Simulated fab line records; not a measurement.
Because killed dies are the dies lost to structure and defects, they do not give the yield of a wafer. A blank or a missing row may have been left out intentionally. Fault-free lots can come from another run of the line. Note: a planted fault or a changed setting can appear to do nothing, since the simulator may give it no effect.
Split-lot trial ; flow n5-finfet ; route with 1938 steps; 7 lots, 21 wafers read

== THE SPLIT ==
At N5_BEOL_M1_HM_DEP_02 (deposits TiN, target thk 20 nm), the setting target-thk-a was moved away from the recipe's 200 angstrom on 9 of the 21 wafers read, by -12.2% to +4.4%. For the rest of the wafers, this setting stayed at what the recipe calls for.

== FROM THE SPLIT TO THE READING: what the file shows between them, 16 steps ==
- N5_BEOL_M1_COAT_61: time 60 s, resist thk 60 nm (also split here: spin-rpm)
- N5_BEOL_M1_COAT_62: time 60 s, resist thk 12 nm
- N5_BEOL_M1_COAT_73: time 60 s, resist thk 5 nm
- N5_BEOL_M1_ETCH_74: etches underlayer in N2/H2, target depth 6.5 nm, time 5.2 s
- N5_BEOL_M1_ETCH_63: etches SiARC in CF4, target depth 15.6 nm, time 26 s
- N5_BEOL_M1_ETCH_64: etches SOC in N2/H2, target depth 75 nm, overetch 15 nm, time 112.5 s
- N5_BEOL_M1_STRIP_65: strips in N2/H2
- N5_BEOL_M1_STRIP_75: strips in N2/H2
- N5_BEOL_M1_STRIP_66: strips in CF4
- N5_BEOL_M1_HM_OPEN_17: chemistry Cl2/BCl3, target TiN, target depth 20 nm, overetch 6 nm
- N5_BEOL_M1_ALD_98: deposits SiO2, target thk 2.5 nm, pulse time 1 s, co reactant pulse time 1 s (also split here: ald-cycles)
- N5_BEOL_M1_ETCHBACK_99: etches SiO2 in CHF3, target depth 5 nm, time 10.4 s
- N5_BEOL_M1_ETCH_70: etches SOC in N2/H2, target depth 80 nm, overetch 16 nm, time 120 s
- N5_BEOL_M1_STRIP_71: strips in N2/H2
- N5_BEOL_M1_STRIP_78: strips in N2/H2
- N5_BEOL_M1_VIA_ETCH_34: etches the open film in C4F6/O2, target depth 67.8 nm, time 64.4 s

== THE READING ==
TiN_of_BEOL_M1_HM_DEP_02.thk-nm (the simulator's own value, which no gauge read), in nm, at N5_BEOL_M1_TRENCH_ETCH_37 (etches SiOC in C4F6/O2, target depth 55.207 nm, time 29 s). The file does not state a usual value for it. Across the 12 wafers here that went through the recipe, the average is 17.7 nm and the standard deviation 0.29 nm.

wafer;tool, chamber at the split;target-thk-a as run, angstrom;against the recipe;TiN_of_BEOL_M1_HM_DEP_02.thk-nm, nm;against lot-mates on the recipe
L075.3;pvd-sputter-01, -;200;recipe;17.6;-
L075.5;pvd-sputter-01, -;208.9;+4.4%;19;+1.4
L075.6;pvd-sputter-01, -;208.9;+4.4%;18.4;+0.8
L085.1;pvd-sputter-02, -;200;recipe;17.6;-
L085.5;pvd-sputter-02, -;200;recipe;17.6;-
L085.6;pvd-sputter-02, -;200;recipe;18.2;-
L088.2;pvd-sputter-02, -;200;recipe;17.6;-
L088.4;pvd-sputter-02, -;200;recipe;18;-
L088.6;pvd-sputter-02, -;207.8;+3.9%;18.6;+0.8
L089.1;pvd-sputter-01, -;200;recipe;17.8;-
L089.4;pvd-sputter-01, -;182.5;-8.8%;16;-1.8
L089.6;pvd-sputter-01, -;182.5;-8.8%;16;-1.8
L093.1;pvd-sputter-03, -;175.6;-12.2%;14.8;-2.2
L093.3;pvd-sputter-03, -;175.6;-12.2%;14.6;-2.4
L093.6;pvd-sputter-03, -;200;recipe;17;-
L095.2;pvd-sputter-01, -;200;recipe;17.8;-
L095.5;pvd-sputter-01, -;200;recipe;17.6;-
L095.6;pvd-sputter-01, -;200;recipe;17.8;-
L096.2;pvd-sputter-03, -;183.5;-8.3%;16.2;-1.2
L096.3;pvd-sputter-03, -;183.5;-8.3%;15.8;-1.6
L096.6;pvd-sputter-03, -;200;recipe;17.4;-

FIT RESULTS
A straight line over all 21 wafers: TiN_of_BEOL_M1_HM_DEP_02.thk-nm changes by +0.223 nm for each +1% of target-thk-a; r = +0.97; the points scatter about the line by 0.29 nm.
The same after taking each lot's own level away (the mean of its wafers on the recipe; 21 wafers): +0.196 nm for each +1%; r = +0.98; scatter 0.21 nm.
That fit puts the effect of the largest move of target-thk-a on the reading at 2.4 nm.
The lots' own levels span 17.00 to 17.80 nm, that is 2.8 times the standard deviation above.
Thus the slope moves with the lot-to-lot level: the two fits are different.
Check: for one of the wafers moved furthest among these (-12.2%), held out of the fit, the line's prediction against its lot-mates is -2.39 nm. It came out at -2.2 nm against them.

== OTHER SPLITS ON THESE WAFERS ==
Other splits were also applied to these wafers ahead of the reading. Each is held against what the fit with the lots' levels taken away leaves over:
other split on the same wafers;wafers away from the commonest value;r with TiN_of_BEOL_M1_HM_DEP_02.thk-nm (lot level and that fit taken away)
N5_BEOL_M1_COAT_61 spin-rpm;7;+0.21
N5_BEOL_M1_ALD_98 ald-cycles;2;+0.14

== THE WHOLE CHAIN: every reading that the file lists as answering this split, in the file's order ==
step;what it does;reading;change (the file's fit);r (the file's)
N5_BEOL_M1_HM_DEP_02;deposits TiN, target thk 20 nm;TiN_of_BEOL_M1_HM_DEP_02.thk-nm (the simulator's own value, which no gauge read);+0.203 nm for each +1% of the setting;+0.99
N5_BEOL_M1_HM_OPEN_17;chemistry Cl2/BCl3, target TiN, target depth 20 nm, overetch 6 nm;etch.depth-nm (the simulator's own value, which no gauge read);+0.203 nm for each +1% of the setting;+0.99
N5_BEOL_M1_TRENCH_ETCH_37;etches SiOC in C4F6/O2, target depth 55.207 nm, time 29 s;TiN_of_BEOL_M1_HM_DEP_02.thk-nm (the simulator's own value, which no gauge read);+0.193 nm for each +1% of the setting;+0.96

== FILE'S OWN FIT ==
TiN_of_BEOL_M1_HM_DEP_02.thk-nm changes by +0.193 nm for each +1% of target-thk-a, r = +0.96.
